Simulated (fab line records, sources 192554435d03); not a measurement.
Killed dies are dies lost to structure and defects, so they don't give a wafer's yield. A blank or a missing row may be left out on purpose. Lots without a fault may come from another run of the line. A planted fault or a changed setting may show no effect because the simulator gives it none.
Split-lot experiment | flow n5_finfet | 7 lots, 21 wafers read, on a route of 1938 steps

THE SPLIT
At N5_BEOL_M5_COAT_71 (time 60 s, resist thk 5 nm), the setting spin_rpm was moved away from the recipe's 1500 rpm on 7 of the 21 wafers read, by -9.6% to +8.0%. The other wafers ran this setting at the recipe's value.

FROM THE SPLIT TO THE READING: what the file shows between them, 3 steps
- N5_BEOL_M5_COAT_05: resist thk 30 nm
- N5_BEOL_M5_EBR_07
- N5_BEOL_M5_DESCUM_16: chemistry O2, time 7 s

THE READING
etch.depth_nm (the simulator's own value, which no gauge read), in nm, at N5_BEOL_M5_ETCH_72 (etches underlayer in N2/H2, target depth 6.5 nm, time 5.2 s). The file gives no usual value for it. The 14 wafers here that ran the recipe average 5.010 nm, standard deviation 0.016 nm.

wafer  | tool, chamber at the split | spin_rpm as run, rpm | against the recipe | etch.depth_nm, nm | against lot-mates on the recipe
L074.3 | litho_track-05, 0          | 1500                 | recipe             | 5.024             | -
L074.4 | litho_track-05, 0          | 1500                 | recipe             | 5.007             | -
L074.6 | litho_track-05, 0          | 1500                 | recipe             | 5.011             | -
L078.1 | litho_track-01, 0          | 1620                 | +8.0%              | 4.836             | -0.185
L078.2 | litho_track-01, 0          | 1500                 | recipe             | 5.019             | -
L078.4 | litho_track-01, 0          | 1500                 | recipe             | 5.023             | -
L083.4 | litho_track-05, 0          | 1500                 | recipe             | 4.972             | -
L083.5 | litho_track-05, 0          | 1553                 | +3.5%              | 4.908             | -0.064
L083.6 | litho_track-05, 0          | 1553                 | +3.5%              | 4.9               | -0.072
L087.2 | litho_track-01, 0          | 1500                 | recipe             | 5.02              | -
L087.3 | litho_track-01, 0          | 1500                 | recipe             | 5.028             | -
L087.6 | litho_track-01, 0          | 1500                 | recipe             | 5.026             | -
L089.2 | litho_track-01, 0          | 1500                 | recipe             | 4.997             | -
L089.3 | litho_track-01, 0          | 1500                 | recipe             | 5.003             | -
L089.4 | litho_track-01, 0          | 1356                 | -9.6%              | 5.265             | +0.265
L091.2 | litho_track-05, 0          | 1500                 | recipe             | 5.002             | -
L091.3 | litho_track-05, 0          | 1500                 | recipe             | 4.986             | -
L091.4 | litho_track-05, 0          | 1450                 | -3.3%              | 5.088             | +0.094
L096.1 | litho_track-01, 0          | 1403                 | -6.5%              | 5.202             | +0.177
L096.4 | litho_track-01, 0          | 1403                 | -6.5%              | 5.191             | +0.166
L096.6 | litho_track-01, 0          | 1500                 | recipe             | 5.025             | -

THE FIT
A straight line over all 21 wafers: etch.depth_nm changes by -0.0262 nm for each +1% of spin_rpm; r = -0.98; the points scatter about the line by 0.018 nm.
The same after taking each lot's own level away (the mean of its wafers on the recipe; 21 wafers): -0.0253 nm for each +1%; r = -0.99; scatter 0.0098 nm.
On that fit, the largest move of spin_rpm shifts the reading by 0.24 nm.
The lots' own levels span 4.9720 to 5.0250 nm, that is 3.3 times the standard deviation above.
So the lot-to-lot level changes the slope little: the two slopes agree.
Check: with one of the wafers moved furthest among these (-9.6%) left out of the fit, the line predicts +0.239 nm for it against its lot-mates. It came out at +0.265 nm against them.

OTHER SPLITS ON THESE WAFERS
These wafers also went through other splits before the reading. Each is held against what the fit with the lots' levels taken away leaves over:
other split on the same wafers | wafers away from the commonest value | r with etch.depth_nm (lot level and that fit taken away)
N5_BEOL_M2_COAT_67 spin_rpm    | 3                                    | +0.19
N5_BEOL_M2_COAT_68 spin_rpm    | 8                                    | -0.26
N5_BEOL_M3_COAT_22 spin_rpm    | 8                                    | -0.07
N5_BEOL_M4_EXPOSE_25 dose_mj   | 7                                    | -0.06
N5_BEOL_M4_DESCUM_33 time_s    | 6                                    | -0.06

THE FILE'S OWN FIT
etch.depth_nm changes by -0.0257 nm for each +1% of spin_rpm, r = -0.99.
